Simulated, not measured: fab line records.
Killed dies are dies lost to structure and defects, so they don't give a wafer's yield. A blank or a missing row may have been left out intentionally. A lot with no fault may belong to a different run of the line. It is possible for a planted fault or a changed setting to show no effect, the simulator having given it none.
fab line records :: flow n5Finfet :: part 2 of 2: steps 4 to 6 of 6
record:
  lots: 24
  wafers: 72
  lastDay: 18
route steps=1938 shown BEOL_M3@955
lots untouched by any fault: they come from a run of this same line in which no faults occurred
startH: start of the lot's first displayed wafer, in hours after the record's first day :: waitH: time in hours since the lot's previous step :: " the same as in the row above :: L1.1+2: several wafers, shown together as one row :: - no value, or no start was given :: * or withheld: withheld :: < > ~ a bound
route shown NAME@n: a module of which the file shows steps, and the number in the route of the first :: usual: average and standard deviation across the fault-free wafers :: same: alike in all rows :: chamber/n: place in a boat :: sites: readings site by site :: _std_site: standard deviation across them :: _edge_site: inner sites' mean taken away from outer sites' mean :: radiusMm: for every site, how far away it sits from the centre of the wafer :: mask NAME#n: copy n :: behind: tool/chamber where the wafer was last shaped :: hold: why the lot went on hold/how many hours it stayed there/how the hold came to an end :: device: names the non-switching transistor (n, p or np) :: end of line: the route-end tests of the same wafers :: a step with no rows: only its recipe :: killed: at the first sort, the dies lost to defects and structure; wafer yield is something else :: map: dies across one wafer; x = killed, . = not, _ = none there
set.NAME: the setting the step ran with; set.NAME@STEP: the setting that earlier step ran with :: model.NAME: the simulator's own value behind a step, which no gauge read
route steps across a sampled set of lots; one table per step, one row per wafer
services: when a tool's chamber went out of use (startH, in hours from the record's first day, below 0 if earlier), for how many hours, and the reason
== steps ==
step: N5_BEOL_M3_CD_MEAS_35
recipe:
  targetCdNm: 18
  targetCdYNm: 21
  polarity: opening
usual:
  cdNm: 18.0/0.35
lot.wafer: L074.4
tool: cdSem-01
chamber: -
startH: 149.18
waitH: 0.0
cdNm: 18.2

lot.wafer: L074.5
tool: cdSem-01
chamber: -
startH: 149.18
waitH: 0.0
cdNm: 18.2

lot.wafer: L074.6
tool: cdSem-01
chamber: -
startH: 149.18
waitH: 0.0
cdNm: 18.0

lot.wafer: L075.1
tool: cdSem-01
chamber: -
startH: 151.75
waitH: 0.0
cdNm: 17.6

lot.wafer: L075.2
tool: cdSem-01
chamber: -
startH: 151.75
waitH: 0.0
cdNm: 17.3

lot.wafer: L075.6
tool: cdSem-01
chamber: -
startH: 151.75
waitH: 0.0
cdNm: 17.5

lot.wafer: L076.3
tool: cdSem-02
chamber: -
startH: 156.49
waitH: 0.0
cdNm: 18.2

lot.wafer: L076.4
tool: cdSem-02
chamber: -
startH: 156.49
waitH: 0.0
cdNm: 18.5

lot.wafer: L076.5
tool: cdSem-02
chamber: -
startH: 156.49
waitH: 0.0
cdNm: 18.7

lot.wafer: L077.2
tool: cdSem-03
chamber: -
startH: 167.89
waitH: 0.0
cdNm: 18.1

lot.wafer: L077.3
tool: cdSem-03
chamber: -
startH: 167.89
waitH: 0.0
cdNm: 18.0

lot.wafer: L077.6
tool: cdSem-03
chamber: -
startH: 167.89
waitH: 0.0
cdNm: 17.7

lot.wafer: L078.1
tool: cdSem-03
chamber: -
startH: 177.24
waitH: 0.0
cdNm: 17.9

lot.wafer: L078.3
tool: cdSem-03
chamber: -
startH: 177.24
waitH: 0.0
cdNm: 18.2

lot.wafer: L078.6
tool: cdSem-03
chamber: -
startH: 177.24
waitH: 0.0
cdNm: 18.7

lot.wafer: L079.3
tool: cdSem-03
chamber: -
startH: 188.81
waitH: 0.0
cdNm: 17.6

lot.wafer: L079.4
tool: cdSem-03
chamber: -
startH: 188.81
waitH: 0.0
cdNm: 18.0

lot.wafer: L079.6
tool: cdSem-03
chamber: -
startH: 188.81
waitH: 0.0
cdNm: 18.1

lot.wafer: L080.1
tool: cdSem-02
chamber: -
startH: 197.48
waitH: 0.0
cdNm: 17.9

lot.wafer: L080.4
tool: cdSem-02
chamber: -
startH: 197.48
waitH: 0.0
cdNm: 18.4

lot.wafer: L080.5
tool: cdSem-02
chamber: -
startH: 197.48
waitH: 0.0
cdNm: 18.1

lot.wafer: L081.1
tool: cdSem-03
chamber: -
startH: 197.95
waitH: 0.0
cdNm: 18.1

lot.wafer: L081.3
tool: cdSem-03
chamber: -
startH: 197.95
waitH: 0.0
cdNm: 17.9

lot.wafer: L081.5
tool: cdSem-03
chamber: -
startH: 197.95
waitH: 0.0
cdNm: 18.1

lot.wafer: L082.1
tool: cdSem-02
chamber: -
startH: 203.95
waitH: 0.0
cdNm: 18.2

lot.wafer: L082.2
tool: cdSem-02
chamber: -
startH: 203.95
waitH: 0.0
cdNm: 17.9

lot.wafer: L082.3
tool: cdSem-02
chamber: -
startH: 203.95
waitH: 0.0
cdNm: 18.1

lot.wafer: L083.2
tool: cdSem-03
chamber: -
startH: 203.98
waitH: 0.0
cdNm: 17.7

lot.wafer: L083.3
tool: cdSem-03
chamber: -
startH: 203.98
waitH: 0.0
cdNm: 17.8

lot.wafer: L083.5
tool: cdSem-03
chamber: -
startH: 203.98
waitH: 0.0
cdNm: 17.8

lot.wafer: L084.1
tool: cdSem-01
chamber: -
startH: 215.94
waitH: 0.0
cdNm: 18.0

lot.wafer: L084.3
tool: cdSem-01
chamber: -
startH: 215.94
waitH: 0.0
cdNm: 17.7

lot.wafer: L084.6
tool: cdSem-01
chamber: -
startH: 215.94
waitH: 0.0
cdNm: 17.7

lot.wafer: L085.3
tool: cdSem-01
chamber: -
startH: 221.09
waitH: 0.0
cdNm: 18.0

lot.wafer: L085.4
tool: cdSem-01
chamber: -
startH: 221.09
waitH: 0.0
cdNm: 17.8

lot.wafer: L085.6
tool: cdSem-01
chamber: -
startH: 221.09
waitH: 0.0
cdNm: 17.9

lot.wafer: L086.1
tool: cdSem-02
chamber: -
startH: 228.89
waitH: 0.0
cdNm: 18.2

lot.wafer: L086.4
tool: cdSem-02
chamber: -
startH: 228.89
waitH: 0.0
cdNm: 18.4

lot.wafer: L086.5
tool: cdSem-02
chamber: -
startH: 228.89
waitH: 0.0
cdNm: 17.7

lot.wafer: L087.2
tool: cdSem-01
chamber: -
startH: 235.85
waitH: 0.0
cdNm: 18.1

lot.wafer: L087.5
tool: cdSem-01
chamber: -
startH: 235.85
waitH: 0.0
cdNm: 18.4

lot.wafer: L087.6
tool: cdSem-01
chamber: -
startH: 235.85
waitH: 0.0
cdNm: 17.4

lot.wafer: L088.3
tool: cdSem-02
chamber: -
startH: 235.98
waitH: 0.0
cdNm: 18.2

lot.wafer: L088.4
tool: cdSem-02
chamber: -
startH: 235.98
waitH: 0.0
cdNm: 18.3

lot.wafer: L088.6
tool: cdSem-02
chamber: -
startH: 235.98
waitH: 0.0
cdNm: 18.1

lot.wafer: L089.3
tool: cdSem-03
chamber: -
startH: 248.84
waitH: 0.0
cdNm: 17.8

lot.wafer: L089.4
tool: cdSem-03
chamber: -
startH: 248.84
waitH: 0.0
cdNm: 17.8

lot.wafer: L089.6
tool: cdSem-03
chamber: -
startH: 248.84
waitH: 0.0
cdNm: 17.8

lot.wafer: L090.2
tool: cdSem-03
chamber: -
startH: 254.10
waitH: 0.0
cdNm: 17.7

lot.wafer: L090.4
tool: cdSem-03
chamber: -
startH: 254.10
waitH: 0.0
cdNm: 18.0

lot.wafer: L090.6
tool: cdSem-03
chamber: -
startH: 254.10
waitH: 0.0
cdNm: 18.2

lot.wafer: L091.1
tool: cdSem-02
chamber: -
startH: 258.03
waitH: 0.0
cdNm: 17.9

lot.wafer: L091.3
tool: cdSem-02
chamber: -
startH: 258.03
waitH: 0.0
cdNm: 17.4

lot.wafer: L091.6
tool: cdSem-02
chamber: -
startH: 258.03
waitH: 0.0
cdNm: 18.2

lot.wafer: L093.1
tool: cdSem-01
chamber: -
startH: 258.03
waitH: 0.0
cdNm: 17.7

lot.wafer: L093.2
tool: cdSem-01
chamber: -
startH: 258.03
waitH: 0.0
cdNm: 18.5

lot.wafer: L093.5
tool: cdSem-01
chamber: -
startH: 258.03
waitH: 0.0
cdNm: 18.1

lot.wafer: L092.2
tool: cdSem-01
chamber: -
startH: 262.70
waitH: 0.0
cdNm: 18.4

lot.wafer: L092.4
tool: cdSem-01
chamber: -
startH: 262.70
waitH: 0.0
cdNm: 18.7

lot.wafer: L092.6
tool: cdSem-01
chamber: -
startH: 262.70
waitH: 0.0
cdNm: 18.3

lot.wafer: L094.1
tool: cdSem-03
chamber: -
startH: 292.63
waitH: 0.0
cdNm: 17.3

lot.wafer: L094.2
tool: cdSem-03
chamber: -
startH: 292.63
waitH: 0.0
cdNm: 18.3

lot.wafer: L094.6
tool: cdSem-03
chamber: -
startH: 292.63
waitH: 0.0
cdNm: 17.8

lot.wafer: L095.1
tool: cdSem-03
chamber: -
startH: 295.72
waitH: 0.0
cdNm: 18.0

lot.wafer: L095.3
tool: cdSem-03
chamber: -
startH: 295.72
waitH: 0.0
cdNm: 17.6

lot.wafer: L095.5
tool: cdSem-03
chamber: -
startH: 295.72
waitH: 0.0
cdNm: 17.1

lot.wafer: L096.1
tool: cdSem-02
chamber: -
startH: 296.13
waitH: 0.0
cdNm: 18.0

lot.wafer: L096.2
tool: cdSem-02
chamber: -
startH: 296.13
waitH: 0.0
cdNm: 18.1

lot.wafer: L096.3
tool: cdSem-02
chamber: -
startH: 296.13
waitH: 0.0
cdNm: 17.3

lot.wafer: L097.2
tool: cdSem-03
chamber: -
startH: 298.87
waitH: 0.0
cdNm: 18.7

lot.wafer: L097.4
tool: cdSem-03
chamber: -
startH: 298.87
waitH: 0.0
cdNm: 18.0

lot.wafer: L097.6
tool: cdSem-03
chamber: -
startH: 298.87
waitH: 0.0
cdNm: 18.3
step: N5_BEOL_M3_SPUTTER_86
recipe:
  material: Cu
  targetThkA: 45
  tempC: -20
  chamberPressurePa: 0.07
  powerW: withheld
  timeS: 8.29
usual:
  throttleValvePct: 30.0/1.1
lot.wafer: L074.4
tool: pvdSputter-01
chamber: -
startH: 150.86
waitH: 0.1
throttleValvePct: 29.3

lot.wafer: L074.5
tool: pvdSputter-01
chamber: -
startH: 150.86
waitH: 0.1
throttleValvePct: 28.4

lot.wafer: L074.6
tool: pvdSputter-01
chamber: -
startH: 150.86
waitH: 0.1
throttleValvePct: 30.3

lot.wafer: L075.1
tool: pvdSputter-01
chamber: -
startH: 153.68
waitH: 0.1
throttleValvePct: 28.7

lot.wafer: L075.2
tool: pvdSputter-01
chamber: -
startH: 153.68
waitH: 0.1
throttleValvePct: 30.2

lot.wafer: L075.6
tool: pvdSputter-01
chamber: -
startH: 153.68
waitH: 0.1
throttleValvePct: 28.7

lot.wafer: L076.3
tool: pvdSputter-03
chamber: -
startH: 158.47
waitH: 0.1
throttleValvePct: 30.7

lot.wafer: L076.4
tool: pvdSputter-03
chamber: -
startH: 158.47
waitH: 0.1
throttleValvePct: 30.1

lot.wafer: L076.5
tool: pvdSputter-03
chamber: -
startH: 158.47
waitH: 0.1
throttleValvePct: 30.2

lot.wafer: L077.2
tool: pvdSputter-03
chamber: -
startH: 170.91
waitH: 0.1
throttleValvePct: 29.8

lot.wafer: L077.3
tool: pvdSputter-03
chamber: -
startH: 170.91
waitH: 0.1
throttleValvePct: 32.5

lot.wafer: L077.6
tool: pvdSputter-03
chamber: -
startH: 170.91
waitH: 0.1
throttleValvePct: 29.8

lot.wafer: L078.1
tool: pvdSputter-01
chamber: -
startH: 178.95
waitH: 0.1
throttleValvePct: 29.5

lot.wafer: L078.3
tool: pvdSputter-01
chamber: -
startH: 178.95
waitH: 0.1
throttleValvePct: 28.5

lot.wafer: L078.6
tool: pvdSputter-01
chamber: -
startH: 178.95
waitH: 0.1
throttleValvePct: 28.3

lot.wafer: L079.3
tool: pvdSputter-03
chamber: -
startH: 190.51
waitH: 0.1
throttleValvePct: 30.1

lot.wafer: L079.4
tool: pvdSputter-03
chamber: -
startH: 190.51
waitH: 0.1
throttleValvePct: 29.7

lot.wafer: L079.6
tool: pvdSputter-03
chamber: -
startH: 190.51
waitH: 0.1
throttleValvePct: 32.4

lot.wafer: L080.1
tool: pvdSputter-01
chamber: -
startH: 199.12
waitH: 0.1
throttleValvePct: 28.8

lot.wafer: L080.4
tool: pvdSputter-01
chamber: -
startH: 199.12
waitH: 0.1
throttleValvePct: 30.6

lot.wafer: L080.5
tool: pvdSputter-01
chamber: -
startH: 199.12
waitH: 0.1
throttleValvePct: 28.0

lot.wafer: L081.1
tool: pvdSputter-01
chamber: -
startH: 201.48
waitH: 0.1
throttleValvePct: 30.4

lot.wafer: L081.3
tool: pvdSputter-01
chamber: -
startH: 201.48
waitH: 0.1
throttleValvePct: 28.6

lot.wafer: L081.5
tool: pvdSputter-01
chamber: -
startH: 201.48
waitH: 0.1
throttleValvePct: 30.3

lot.wafer: L082.1
tool: pvdSputter-01
chamber: -
startH: 205.24
waitH: 0.1
throttleValvePct: 28.7

lot.wafer: L082.2
tool: pvdSputter-01
chamber: -
startH: 205.24
waitH: 0.1
throttleValvePct: 28.3

lot.wafer: L082.3
tool: pvdSputter-01
chamber: -
startH: 205.24
waitH: 0.1
throttleValvePct: 29.5

lot.wafer: L083.2
tool: pvdSputter-03
chamber: -
startH: 206.66
waitH: 0.1
throttleValvePct: 30.5

lot.wafer: L083.3
tool: pvdSputter-03
chamber: -
startH: 206.66
waitH: 0.1
throttleValvePct: 29.7

lot.wafer: L083.5
tool: pvdSputter-03
chamber: -
startH: 206.66
waitH: 0.1
throttleValvePct: 30.3

lot.wafer: L084.1
tool: pvdSputter-02
chamber: -
startH: 217.71
waitH: 0.1
throttleValvePct: 30.3

lot.wafer: L084.3
tool: pvdSputter-02
chamber: -
startH: 217.71
waitH: 0.1
throttleValvePct: 31.2

lot.wafer: L084.6
tool: pvdSputter-02
chamber: -
startH: 217.71
waitH: 0.1
throttleValvePct: 31.6

lot.wafer: L085.3
tool: pvdSputter-02
chamber: -
startH: 222.91
waitH: 0.1
throttleValvePct: 30.8

lot.wafer: L085.4
tool: pvdSputter-02
chamber: -
startH: 222.91
waitH: 0.1
throttleValvePct: 30.0

lot.wafer: L085.6
tool: pvdSputter-02
chamber: -
startH: 222.91
waitH: 0.1
throttleValvePct: 30.4

lot.wafer: L086.1
tool: pvdSputter-01
chamber: -
startH: 231.19
waitH: 0.1
throttleValvePct: 29.4

lot.wafer: L086.4
tool: pvdSputter-01
chamber: -
startH: 231.19
waitH: 0.1
throttleValvePct: 28.6

lot.wafer: L086.5
tool: pvdSputter-01
chamber: -
startH: 231.19
waitH: 0.1
throttleValvePct: 28.6

lot.wafer: L087.2
tool: pvdSputter-02
chamber: -
startH: 237.76
waitH: 0.1
throttleValvePct: 29.9

lot.wafer: L087.5
tool: pvdSputter-02
chamber: -
startH: 237.76
waitH: 0.1
throttleValvePct: 30.2

lot.wafer: L087.6
tool: pvdSputter-02
chamber: -
startH: 237.76
waitH: 0.1
throttleValvePct: 30.5

lot.wafer: L088.3
tool: pvdSputter-01
chamber: -
startH: 238.29
waitH: 0.1
throttleValvePct: 28.5

lot.wafer: L088.4
tool: pvdSputter-01
chamber: -
startH: 238.29
waitH: 0.1
throttleValvePct: 29.6

lot.wafer: L088.6
tool: pvdSputter-01
chamber: -
startH: 238.29
waitH: 0.1
throttleValvePct: 28.6

lot.wafer: L089.3
tool: pvdSputter-03
chamber: -
startH: 251.02
waitH: 0.1
throttleValvePct: 32.4

lot.wafer: L089.4
tool: pvdSputter-03
chamber: -
startH: 251.02
waitH: 0.1
throttleValvePct: 29.8

lot.wafer: L089.6
tool: pvdSputter-03
chamber: -
startH: 251.02
waitH: 0.1
throttleValvePct: 30.3

lot.wafer: L090.2
tool: pvdSputter-03
chamber: -
startH: 256.11
waitH: 0.1
throttleValvePct: 29.9

lot.wafer: L090.4
tool: pvdSputter-03
chamber: -
startH: 256.11
waitH: 0.1
throttleValvePct: 30.5

lot.wafer: L090.6
tool: pvdSputter-03
chamber: -
startH: 256.11
waitH: 0.1
throttleValvePct: 32.2

lot.wafer: L091.1
tool: pvdSputter-01
chamber: -
startH: 259.95
waitH: 0.1
throttleValvePct: 30.3

lot.wafer: L091.3
tool: pvdSputter-01
chamber: -
startH: 259.95
waitH: 0.1
throttleValvePct: 28.4

lot.wafer: L091.6
tool: pvdSputter-01
chamber: -
startH: 259.95
waitH: 0.1
throttleValvePct: 28.4

lot.wafer: L093.1
tool: pvdSputter-02
chamber: -
startH: 259.97
waitH: 0.1
throttleValvePct: 29.5

lot.wafer: L093.2
tool: pvdSputter-02
chamber: -
startH: 259.97
waitH: 0.1
throttleValvePct: 30.2

lot.wafer: L093.5
tool: pvdSputter-02
chamber: -
startH: 259.97
waitH: 0.1
throttleValvePct: 30.1

lot.wafer: L092.2
tool: pvdSputter-02
chamber: -
startH: 264.58
waitH: 0.1
throttleValvePct: 29.9

lot.wafer: L092.4
tool: pvdSputter-02
chamber: -
startH: 264.58
waitH: 0.1
throttleValvePct: 29.5

lot.wafer: L092.6
tool: pvdSputter-02
chamber: -
startH: 264.58
waitH: 0.1
throttleValvePct: 30.7

lot.wafer: L094.1
tool: pvdSputter-03
chamber: -
startH: 294.14
waitH: 0.1
throttleValvePct: 30.6

lot.wafer: L094.2
tool: pvdSputter-03
chamber: -
startH: 294.14
waitH: 0.1
throttleValvePct: 29.7

lot.wafer: L094.6
tool: pvdSputter-03
chamber: -
startH: 294.14
waitH: 0.1
throttleValvePct: 32.5

lot.wafer: L095.1
tool: pvdSputter-03
chamber: -
startH: 297.58
waitH: 0.1
throttleValvePct: 30.2

lot.wafer: L095.3
tool: pvdSputter-03
chamber: -
startH: 297.58
waitH: 0.1
throttleValvePct: 29.7

lot.wafer: L095.5
tool: pvdSputter-03
chamber: -
startH: 297.58
waitH: 0.1
throttleValvePct: 32.2

lot.wafer: L096.1
tool: pvdSputter-01
chamber: -
startH: 298.28
waitH: 0.1
throttleValvePct: 28.4

lot.wafer: L096.2
tool: pvdSputter-01
chamber: -
startH: 298.28
waitH: 0.1
throttleValvePct: 29.4

lot.wafer: L096.3
tool: pvdSputter-01
chamber: -
startH: 298.28
waitH: 0.1
throttleValvePct: 28.4

lot.wafer: L097.2
tool: pvdSputter-02
chamber: -
startH: 300.54
waitH: 0.1
throttleValvePct: 30.3

lot.wafer: L097.4
tool: pvdSputter-02
chamber: -
startH: 300.54
waitH: 0.1
throttleValvePct: 29.6

lot.wafer: L097.6
tool: pvdSputter-02
chamber: -
startH: 300.54
waitH: 0.1
throttleValvePct: 30.8
step: N5_BEOL_M3_SPUTTER_94
recipe:
  material: Cu
  targetThkA: 45
  tempC: -20
  chamberPressurePa: 0.07
  powerW: withheld
  timeS: 8.29
usual:
  throttleValvePct: 30.0/1.1
lot.wafer: L074.4
tool: pvdSputter-01
chamber: -
startH: 151.74
waitH: 0.1
throttleValvePct: 29.6

lot.wafer: L074.5
tool: pvdSputter-01
chamber: -
startH: 151.74
waitH: 0.1
throttleValvePct: 28.4

lot.wafer: L074.6
tool: pvdSputter-01
chamber: -
startH: 151.74
waitH: 0.1
throttleValvePct: 30.2

lot.wafer: L075.1
tool: pvdSputter-01
chamber: -
startH: 154.56
waitH: 0.1
throttleValvePct: 28.3

lot.wafer: L075.2
tool: pvdSputter-01
chamber: -
startH: 154.56
waitH: 0.1
throttleValvePct: 30.0

lot.wafer: L075.6
tool: pvdSputter-01
chamber: -
startH: 154.56
waitH: 0.1
throttleValvePct: 28.7

lot.wafer: L076.3
tool: pvdSputter-03
chamber: -
startH: 167.24
waitH: 0.1
throttleValvePct: 30.2

lot.wafer: L076.4
tool: pvdSputter-03
chamber: -
startH: 167.24
waitH: 0.1
throttleValvePct: 30.3

lot.wafer: L076.5
tool: pvdSputter-03
chamber: -
startH: 167.24
waitH: 0.1
throttleValvePct: 30.4

lot.wafer: L077.2
tool: pvdSputter-03
chamber: -
startH: 171.79
waitH: 0.1
throttleValvePct: 29.8

lot.wafer: L077.3
tool: pvdSputter-03
chamber: -
startH: 171.79
waitH: 0.1
throttleValvePct: 32.0

lot.wafer: L077.6
tool: pvdSputter-03
chamber: -
startH: 171.79
waitH: 0.1
throttleValvePct: 29.7

lot.wafer: L078.1
tool: pvdSputter-01
chamber: -
startH: 179.83
waitH: 0.1
throttleValvePct: 29.2

lot.wafer: L078.3
tool: pvdSputter-01
chamber: -
startH: 179.83
waitH: 0.1
throttleValvePct: 28.7

lot.wafer: L078.6
tool: pvdSputter-01
chamber: -
startH: 179.83
waitH: 0.1
throttleValvePct: 28.3

lot.wafer: L079.3
tool: pvdSputter-03
chamber: -
startH: 191.39
waitH: 0.1
throttleValvePct: 30.1

lot.wafer: L079.4
tool: pvdSputter-03
chamber: -
startH: 191.39
waitH: 0.1
throttleValvePct: 29.7

lot.wafer: L079.6
tool: pvdSputter-03
chamber: -
startH: 191.39
waitH: 0.1
throttleValvePct: 32.3

lot.wafer: L080.1
tool: pvdSputter-01
chamber: -
startH: 200.00
waitH: 0.1
throttleValvePct: 28.7

lot.wafer: L080.4
tool: pvdSputter-01
chamber: -
startH: 200.00
waitH: 0.1
throttleValvePct: 30.3

lot.wafer: L080.5
tool: pvdSputter-01
chamber: -
startH: 200.00
waitH: 0.1
throttleValvePct: 28.3

lot.wafer: L081.1
tool: pvdSputter-01
chamber: -
startH: 202.36
waitH: 0.1
throttleValvePct: 30.1

lot.wafer: L081.3
tool: pvdSputter-01
chamber: -
startH: 202.36
waitH: 0.1
throttleValvePct: 28.5

lot.wafer: L081.5
tool: pvdSputter-01
chamber: -
startH: 202.36
waitH: 0.1
throttleValvePct: 30.3

lot.wafer: L082.1
tool: pvdSputter-01
chamber: -
startH: 206.12
waitH: 0.1
throttleValvePct: 28.5

lot.wafer: L082.2
tool: pvdSputter-01
chamber: -
startH: 206.12
waitH: 0.1
throttleValvePct: 28.5

lot.wafer: L082.3
tool: pvdSputter-01
chamber: -
startH: 206.12
waitH: 0.1
throttleValvePct: 29.7

lot.wafer: L083.2
tool: pvdSputter-03
chamber: -
startH: 207.54
waitH: 0.1
throttleValvePct: 30.7

lot.wafer: L083.3
tool: pvdSputter-03
chamber: -
startH: 207.54
waitH: 0.1
throttleValvePct: 29.7

lot.wafer: L083.5
tool: pvdSputter-03
chamber: -
startH: 207.54
waitH: 0.1
throttleValvePct: 30.3

lot.wafer: L084.1
tool: pvdSputter-02
chamber: -
startH: 218.59
waitH: 0.1
throttleValvePct: 30.2

lot.wafer: L084.3
tool: pvdSputter-02
chamber: -
startH: 218.59
waitH: 0.1
throttleValvePct: 31.4

lot.wafer: L084.6
tool: pvdSputter-02
chamber: -
startH: 218.59
waitH: 0.1
throttleValvePct: 31.4

lot.wafer: L085.3
tool: pvdSputter-02
chamber: -
startH: 223.79
waitH: 0.1
throttleValvePct: 30.7

lot.wafer: L085.4
tool: pvdSputter-02
chamber: -
startH: 223.79
waitH: 0.1
throttleValvePct: 30.3

lot.wafer: L085.6
tool: pvdSputter-02
chamber: -
startH: 223.79
waitH: 0.1
throttleValvePct: 30.2

lot.wafer: L086.1
tool: pvdSputter-01
chamber: -
startH: 232.07
waitH: 0.1
throttleValvePct: 29.8

lot.wafer: L086.4
tool: pvdSputter-01
chamber: -
startH: 232.07
waitH: 0.1
throttleValvePct: 28.4

lot.wafer: L086.5
tool: pvdSputter-01
chamber: -
startH: 232.07
waitH: 0.1
throttleValvePct: 28.2

lot.wafer: L087.2
tool: pvdSputter-02
chamber: -
startH: 238.64
waitH: 0.1
throttleValvePct: 29.9

lot.wafer: L087.5
tool: pvdSputter-02
chamber: -
startH: 238.64
waitH: 0.1
throttleValvePct: 30.1

lot.wafer: L087.6
tool: pvdSputter-02
chamber: -
startH: 238.64
waitH: 0.1
throttleValvePct: 30.9

lot.wafer: L088.3
tool: pvdSputter-01
chamber: -
startH: 239.17
waitH: 0.1
throttleValvePct: 28.4

lot.wafer: L088.4
tool: pvdSputter-01
chamber: -
startH: 239.17
waitH: 0.1
throttleValvePct: 29.3

lot.wafer: L088.6
tool: pvdSputter-01
chamber: -
startH: 239.17
waitH: 0.1
throttleValvePct: 28.6

lot.wafer: L089.3
tool: pvdSputter-03
chamber: -
startH: 251.90
waitH: 0.1
throttleValvePct: 32.3

lot.wafer: L089.4
tool: pvdSputter-03
chamber: -
startH: 251.90
waitH: 0.1
throttleValvePct: 29.8

lot.wafer: L089.6
tool: pvdSputter-03
chamber: -
startH: 251.90
waitH: 0.1
throttleValvePct: 30.5

lot.wafer: L090.2
tool: pvdSputter-03
chamber: -
startH: 257.03
waitH: 0.1
throttleValvePct: 29.6

lot.wafer: L090.4
tool: pvdSputter-03
chamber: -
startH: 257.03
waitH: 0.1
throttleValvePct: 30.3

lot.wafer: L090.6
tool: pvdSputter-03
chamber: -
startH: 257.03
waitH: 0.1
throttleValvePct: 32.4

lot.wafer: L091.1
tool: pvdSputter-01
chamber: -
startH: 260.83
waitH: 0.1
throttleValvePct: 30.3

lot.wafer: L091.3
tool: pvdSputter-01
chamber: -
startH: 260.83
waitH: 0.1
throttleValvePct: 28.3

lot.wafer: L091.6
tool: pvdSputter-01
chamber: -
startH: 260.83
waitH: 0.1
throttleValvePct: 28.4

lot.wafer: L093.1
tool: pvdSputter-02
chamber: -
startH: 260.90
waitH: 0.1
throttleValvePct: 29.9

lot.wafer: L093.2
tool: pvdSputter-02
chamber: -
startH: 260.90
waitH: 0.1
throttleValvePct: 30.3

lot.wafer: L093.5
tool: pvdSputter-02
chamber: -
startH: 260.90
waitH: 0.1
throttleValvePct: 30.3

lot.wafer: L092.2
tool: pvdSputter-02
chamber: -
startH: 265.46
waitH: 0.1
throttleValvePct: 30.2

lot.wafer: L092.4
tool: pvdSputter-02
chamber: -
startH: 265.46
waitH: 0.1
throttleValvePct: 29.8

lot.wafer: L092.6
tool: pvdSputter-02
chamber: -
startH: 265.46
waitH: 0.1
throttleValvePct: 30.8

lot.wafer: L094.1
tool: pvdSputter-03
chamber: -
startH: 295.02
waitH: 0.1
throttleValvePct: 30.5

lot.wafer: L094.2
tool: pvdSputter-03
chamber: -
startH: 295.02
waitH: 0.1
throttleValvePct: 29.6

lot.wafer: L094.6
tool: pvdSputter-03
chamber: -
startH: 295.02
waitH: 0.1
throttleValvePct: 32.3

lot.wafer: L095.1
tool: pvdSputter-03
chamber: -
startH: 298.46
waitH: 0.1
throttleValvePct: 30.3

lot.wafer: L095.3
tool: pvdSputter-03
chamber: -
startH: 298.46
waitH: 0.1
throttleValvePct: 29.9

lot.wafer: L095.5
tool: pvdSputter-03
chamber: -
startH: 298.46
waitH: 0.1
throttleValvePct: 32.7

lot.wafer: L096.1
tool: pvdSputter-01
chamber: -
startH: 299.16
waitH: 0.1
throttleValvePct: 28.5

lot.wafer: L096.2
tool: pvdSputter-01
chamber: -
startH: 299.16
waitH: 0.1
throttleValvePct: 29.1

lot.wafer: L096.3
tool: pvdSputter-01
chamber: -
startH: 299.16
waitH: 0.1
throttleValvePct: 28.5

lot.wafer: L097.2
tool: pvdSputter-02
chamber: -
startH: 301.42
waitH: 0.1
throttleValvePct: 30.0

lot.wafer: L097.4
tool: pvdSputter-02
chamber: -
startH: 301.42
waitH: 0.1
throttleValvePct: 29.9

lot.wafer: L097.6
tool: pvdSputter-02
chamber: -
startH: 301.42
waitH: 0.1
throttleValvePct: 30.6
== services ==
tool: rieDiel-06
chamber: 2
startH: 162.47
hours: 4.1
kind: repair

tool: rieDiel-01
chamber: -
startH: 165.45
hours: 15.6
kind: pm

tool: rieDiel-06
chamber: 0
startH: 175.79
hours: -
kind: clean

tool: rieDiel-06
chamber: 0
startH: 175.79
hours: -
kind: consumableReplace:focusRing

tool: rieDiel-06
chamber: 0
startH: 175.79
hours: 25.3
kind: scheduledDown

tool: rieDiel-06
chamber: 0
startH: 175.79
hours: 25.3
kind: ventCycle

tool: rieDiel-06
chamber: 1
startH: 206.38
hours: -
kind: clean

tool: rieDiel-06
chamber: 1
startH: 206.38
hours: -
kind: consumableReplace:focusRing

tool: rieDiel-06
chamber: 1
startH: 206.38
hours: 20.7
kind: scheduledDown

tool: rieDiel-06
chamber: 1
startH: 206.38
hours: 20.7
kind: ventCycle

tool: rieDiel-02
chamber: 0
startH: 230.12
hours: -
kind: clean

tool: rieDiel-02
chamber: 0
startH: 230.12
hours: -
kind: consumableReplace:focusRing

tool: rieDiel-02
chamber: 0
startH: 230.12
hours: -
kind: consumableReplace:showerhead

tool: rieDiel-02
chamber: 0
startH: 230.12
hours: 22.2
kind: scheduledDown

tool: rieDiel-02
chamber: 0
startH: 230.12
hours: 22.2
kind: ventCycle

tool: rieDiel-06
chamber: 1
startH: 250.77
hours: 15.2
kind: repair

tool: rieDiel-02
chamber: 3
startH: 253.91
hours: -
kind: clean

tool: rieDiel-02
chamber: 3
startH: 253.91
hours: -
kind: consumableReplace:focusRing

tool: rieDiel-02
chamber: 3
startH: 253.91
hours: 32.5
kind: scheduledDown

tool: rieDiel-02
chamber: 3
startH: 253.91
hours: 32.5
kind: ventCycle
